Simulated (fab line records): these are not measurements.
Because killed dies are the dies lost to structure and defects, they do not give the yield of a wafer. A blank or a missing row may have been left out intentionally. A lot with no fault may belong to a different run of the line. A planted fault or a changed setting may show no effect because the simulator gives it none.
Struck lot and sound lot, side by side	flow n5 finfet	38 out of 1938 route steps
Sound: wafers L481.1, L481.4, L481.5. Struck: wafer L480.4 (L480.2, L480.5, from the same lot, were not struck and are left out); the cause is given at the end.
For every step that has rows: the tool of each side, followed by ch and its chambers, followed by its first start. Under that, the readings that differ: sound wafers	struck wafers	difference of the means	sigmas: that difference in standard deviations of wafers without a fault.
alike: a reading whose means differ by less than 2 such deviations, as well as words and numbers matching on both sides. not compared: withheld readings; readings where some wafer has no value; bounds like >300 that might hide an equal value; numbers whose values overlap and for which the record gives no deviation.
The two part at a step that has a row with sigmas, a row that says differs or no value, or rows on one side only. Numbers that don't overlap but have no deviation are shown without sigmas and don't part them. A reading missing from all wafers of one side parts the sides only when that side holds two or more wafers.

first, 9 steps without rows for these wafers: N5_BEOL_M11_PEB_26 (peb time 60 s); N5_BEOL_M11_DEVELOP_27 (develop time 30 s); N5_BEOL_M11_DESCUM_33 (chemistry O2, time 7.9 s); N5_BEOL_M11_ETCH_65 (etches SiARC in CF4, target depth 39 nm, time 65 s); N5_BEOL_M11_ETCH_66 (etches SOC in N2/H2, target depth 120 nm, overetch 24 nm, time 180 s); N5_BEOL_M11_STRIP_69 (strips in N2/H2); N5_BEOL_M11_VIA_ETCH_34 (etches SiCOH lowk in C4F6/O2, target depth 184.5 nm, time 69.2 s); N5_BEOL_M11_STRIP_73 (strips in C4F6/O2); N5_BEOL_M11_STRIP_36 (strips in N2/H2).
N5_BEOL_M11_TRENCH_ETCH_37: etches SiCOH lowk in C4F6/O2, target depth 148.83 nm, time 48 s.
  sound on rie diel-06 ch 1,3, day 11 09:59; struck on rie diel-06 ch 1, day 11 10:27
reading	sound	struck	difference	sigmas
run length s (s)	71.3 71.4 71.2	58.0	-13.3	-28
model.etch.depth nm (nm)	149.5 149.3 152.2	108.9	-41.4	
model.BEOL_M11.feature depth nm (nm)	149.4 149.4 152.2	108.8	-41.5	
model.TiN_of_BEOL_M11_HM_DEP_02.thk nm (nm)	16 15.8 15.4	17	+1	
  alike: chamber pressure mTorr, drypump motor current A, oes product au, rf vpp V, showerhead plenum p Torr, throttle valve pct
  not compared: bias w, rf hours counter h
then, 2 steps without rows for these wafers: N5_BEOL_M11_ETCH_41 (etches SiCN in CH3F/O2, target depth 42.6 nm, time 86 s); N5_BEOL_M11_STRIP_77 (strips in N2/H2, time 10 s).
N5_BEOL_M11_OCD_MEAS_38:
  sound on ocd-02 at day 11 10:10; struck on ocd-02 at day 11 10:38
reading	sound	struck	difference	sigmas
trench depth nm (nm)	149.8 149.0 152.3	108.8	-41.6	-17
then, 13 steps without rows for these wafers: N5_BEOL_M11_HM_STRIP_39 (strips TiN in peroxide tin strip, target depth 25 nm, time 158 s); N5_BEOL_M11_SRD_40 (time 30 s); N5_BEOL_M11_PRECLEAN_42 (cleans in residue remover, time 60 s); N5_BEOL_M11_SRD_43 (time 30 s); N5_BEOL_M11_CURE_72 (cures SiCOH lowk, time 120 s); N5_BEOL_M11_DEGAS_44 (time 60 s); N5_BEOL_M11_PRE_CLEAN_45 (time 30 s); N5_BEOL_M11_ALD_74 (deposits TaN, target thk 2 nm, pulse time 2 s, purge time 3 s); N5_BEOL_M11_SURFACE_TREAT_76; N5_BEOL_M11_CVD_75 (deposits Co from CCTBA/H2, target thk 2 nm, time 138.9 s); N5_BEOL_M11_SPUTTER_48 (material Cu, target thk 12 nm, time 2 s); N5_BEOL_M11_ECD_50 (material Cu, target thk 318 nm); N5_BEOL_M11_ANNEAL_51 (time 90 s).
N5_BEOL_M11_CMP_52: polishes, stops on SiCOH lowk, t overpolish 7 s, target thk 140 nm.
  sound on cmp-04 ch 1,2, day 11 12:14; struck on cmp-03 ch 0, day 11 12:46
reading	sound	struck	difference	sigmas
model.Cu_of_BEOL_M11_ECD_50.thk nm (nm)	141.4 140.8 143.2	98.4	-43.4	
  alike: motor current A
N5_BEOL_M11_THK_MEAS_53: measures by xrf.
  sound on film metro-01 at day 11 12:32; struck on film metro-01 at day 11 13:01
reading	sound	struck	difference	sigmas
M11_THK (nm)	142.5 141.2 144.2	98.5	-44.1	-16
then, 2 steps without rows for these wafers: N5_BEOL_M11_PRE_CLEAN_55 (time 15 s); N5_BEOL_M11_DEP_56 (deposits SiCN from 3MS/NH3, target thk 30 nm, time 10.5 s).
N5_BEOL_M11_RS_MEAS_57: measurement is done with a four-point probe.
  sound on film metro-01 at day 11 12:40; struck on film metro-01 at day 11 13:09
reading	sound	struck	difference	sigmas
M11_RS (ohm/sq)	0.149 0.150 0.148	0.225	+0.076	+25
then, 5 steps without rows for these wafers: N5_BEOL_M12_ILD_DEP_00 (deposits SiOC from DEMS/O2, target thk 658.92 nm, time 130.7 s); N5_BEOL_M12_COAT_58 (time 60 s, resist thk 89 nm); N5_BEOL_M12_COAT_04 (resist thk 400 nm); N5_BEOL_M12_EBR_06; N5_BEOL_M12_SOFTBAKE_05 (time 60 s).
N5_BEOL_M15_RC_MEAS_101:
  sound on prober-01 ch 0, day 12 10:04; struck on prober-02 ch 0, day 12 10:19
reading	sound	struck	difference	sigmas
COMB_M13 (S/m)	2.4e-12 2.4e-12 3.5e-12	5.5e-12	+2.7e-12	+2
COMB_M9 (S/m)	1.3e-11 9e-12 1.1e-11	2.2e-11	+1.1e-11	+3
SERP_M11 (ohm/um)	3.00 3.03 2.98	4.53	+1.53	+20
SERP_M11_max_site (ohm/um)	3.08 3.10 3.06	4.69	+1.61	+19
SERP_M14 (ohm/um)	0.159 0.160 0.165	0.173	+0.012	+2
  alike: COMB_M10, COMB_M12, COMB_M14, COMB_M15, COMB_M5, COMB_M6, COMB_M7, COMB_M8, SERP_M10, SERP_M12, SERP_M13, SERP_M5, SERP_M6, SERP_M6_max_site, SERP_M7, SERP_M8, SERP_M8_max_site, SERP_M9
N5_PASSIVATION_PROBE_49:
  sound on prober-02 at day 13 02:31; struck on prober-01 at day 13 03:27
reading	sound	struck	difference	sigmas
sort_bin_8_speed (%)	0 0 0	0.34	+0.34	+2
  alike: defect limited yield, killed_at_M0_to_M3, killed_at_M4_up, killed at contacts, killed at front end, killed at other, killed dies, killed open, killed short, sort_bin_5_function, sort_bin_6_memory, sort n pass

WHERE THEY PART
Last at N5_PASSIVATION_PROBE_49 as far as this record goes, first at N5_BEOL_M11_TRENCH_ETCH_37.

WHY: whatever the simulator had introduced
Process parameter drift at N5_BEOL_M11_TRENCH_ETCH_37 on rie diel-06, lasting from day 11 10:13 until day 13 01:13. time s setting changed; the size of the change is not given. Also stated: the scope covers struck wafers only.
